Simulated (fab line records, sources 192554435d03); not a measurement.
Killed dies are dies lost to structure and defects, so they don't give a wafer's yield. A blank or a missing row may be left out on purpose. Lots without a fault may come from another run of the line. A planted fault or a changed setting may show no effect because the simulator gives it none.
Chamber matching | flow n5_finfet | N5_MOL_CONTACT_COAG_ALD_131 on ald_sin-01: 4 sister chambers
The step deposits SiO2, target thk 5 nm, pulse time 1 s, co reactant pulse time 1 s. 4 wafers are shown with their chamber, then 9 later ones without.

WAFERS WITH THEIR CHAMBER
wafer  | chamber | heater_power_w (W)
L076.6 | 2       | 80
L091.3 | 3       | 67
L092.5 | 1       | 72
L092.6 | 0       | 78

WAFERS WITHOUT THEIR CHAMBER
wafer  | heater_power_w (W)
L093.2 | 76
L093.4 | 68
L093.6 | 68
L094.1 | 79
L094.5 | 79
L094.6 | 73
L096.1 | 69
L096.2 | 74
L096.6 | 79

WHICH CHAMBER EACH WENT THROUGH
wafer  | from the rows above          | in truth
L093.2 | can't be placed: 0 or 1 or 2 | 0
L093.4 | 3                            | 3
L093.6 | 3                            | 3
L094.1 | can't be placed: 0 or 2      | 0
L094.5 | can't be placed: 0 or 2      | 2
L094.6 | 1                            | 1
L096.1 | can't be placed: 3 or 1      | 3
L096.2 | can't be placed: 1 or 0      | 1
L096.6 | can't be placed: 0 or 2      | 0
Placed correctly: 3 of 9. Can't be placed from these rows: 6 (the true chamber is among the candidates in 6). Placed wrongly: 0.
How it was worked out, from the rows above alone: a wafer's distance from a chamber is the root of the sum, over the readings, of the square of ((its reading less the chamber's mean) divided by the reading's scatter). The wafer belongs to the nearest chamber; if the next one is less than 2 further off, it can't be placed. A chamber's mean is the mean of its shown wafers. The scatter: with one shown wafer a chamber, the root of the mean of the squares of how far each hidden wafer lies from its nearest shown one.
